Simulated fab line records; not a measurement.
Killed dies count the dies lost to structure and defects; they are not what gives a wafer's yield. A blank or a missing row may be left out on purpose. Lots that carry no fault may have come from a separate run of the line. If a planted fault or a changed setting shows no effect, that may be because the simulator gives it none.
Which tool did it? | flow n5_finfet | 10 lots, 28 wafers sampled, at 3 steps of a route of 1938

## WHAT THE GAUGES SHOWED, per wafer
N5_GATE_CUT_INSPECT_26: inspects for defects (darkfield).
lot  | measured     | on                | raw_defect_count
L962 | day 4 18:19  | defect_inspect-02 | 31 35 49
L964 | day 5 03:05  | defect_inspect-01 | 38 34 33
L965 | day 5 08:53  | defect_inspect-02 | 43 26 23
L966 | day 5 18:58  | defect_inspect-02 | 12 19
L977 | day 8 09:13  | defect_inspect-01 | 88 38 65
L978 | day 8 14:20  | defect_inspect-01 | 29 34 43
L979 | day 8 21:33  | defect_inspect-02 | 33 34 36
L980 | day 9 02:55  | defect_inspect-02 | 41 30 31
L981 | day 9 11:59  | defect_inspect-02 | 57 59 29
L985 | day 10 15:51 | defect_inspect-01 | 47 59

## EACH LOT AND THE TOOL THAT RAN IT (in order: tool; ch and the chambers of the sampled wafers; start)
lot  | N5_GATE_CUT_ETCH_19               | N5_GATE_CUT_VAPOR_ETCH_48
L962 | rie_diel-03 ch 0,1,2, day 4 14:38 | rie_metal-01 ch 0,1, day 4 14:55
L964 | rie_diel-01 ch 0,2, day 4 22:55   | rie_metal-03 ch 1, day 4 23:12
L965 | rie_diel-03 ch 0,1,3, day 5 05:44 | rie_metal-03 ch 1, day 5 06:01
L966 | rie_diel-02 ch 1,2, day 5 15:47   | rie_metal-02 ch 0, day 5 16:05
L977 | rie_diel-01 ch 1,2, day 8 06:08   | rie_metal-03 ch 0,1, day 8 06:26
L978 | rie_diel-03 ch 0,2,3, day 8 10:54 | rie_metal-02 ch 0,1, day 8 11:11
L979 | rie_diel-02 ch 0,1,2, day 8 18:22 | rie_metal-02 ch 0,1, day 8 18:40
L980 | rie_diel-01 ch 0,2,3, day 8 23:50 | rie_metal-01 ch 0,1, day 9 00:07
L981 | rie_diel-01 ch 2,3, day 9 08:55   | rie_metal-03 ch 0,1, day 9 09:12
L985 | rie_diel-02 ch 0,3, day 10 12:49  | rie_metal-01 ch 0,1, day 10 13:05
- N5_GATE_CUT_ETCH_19: etches SiNx in CH3F/O2, target depth 53.7 nm, time 76.7 s.
- N5_GATE_CUT_VAPOR_ETCH_48: etches TiN in BCl3/Cl2.

## THE ANSWER, worked out from the rows above alone
Rule: usual is defined by the lots themselves. The widest of any qualifying gaps counts: lots, ordered by their means at a reading, are off when they make up no more than a third of the lots, leave a main group of 4 or more, and stand apart from it by 3 or more times the standard deviation of that group's means. A main group is skipped when, at the precision printed for the reading in the tables above, its means are all equal. A lot without any number at a reading at which 4 lots or more have one is off too. Any other lot the step has rows for is counted as sound.
Nothing can be told from this: no lot is off at any reading shown.

## WHAT THE SIMULATOR HAD PUT IN
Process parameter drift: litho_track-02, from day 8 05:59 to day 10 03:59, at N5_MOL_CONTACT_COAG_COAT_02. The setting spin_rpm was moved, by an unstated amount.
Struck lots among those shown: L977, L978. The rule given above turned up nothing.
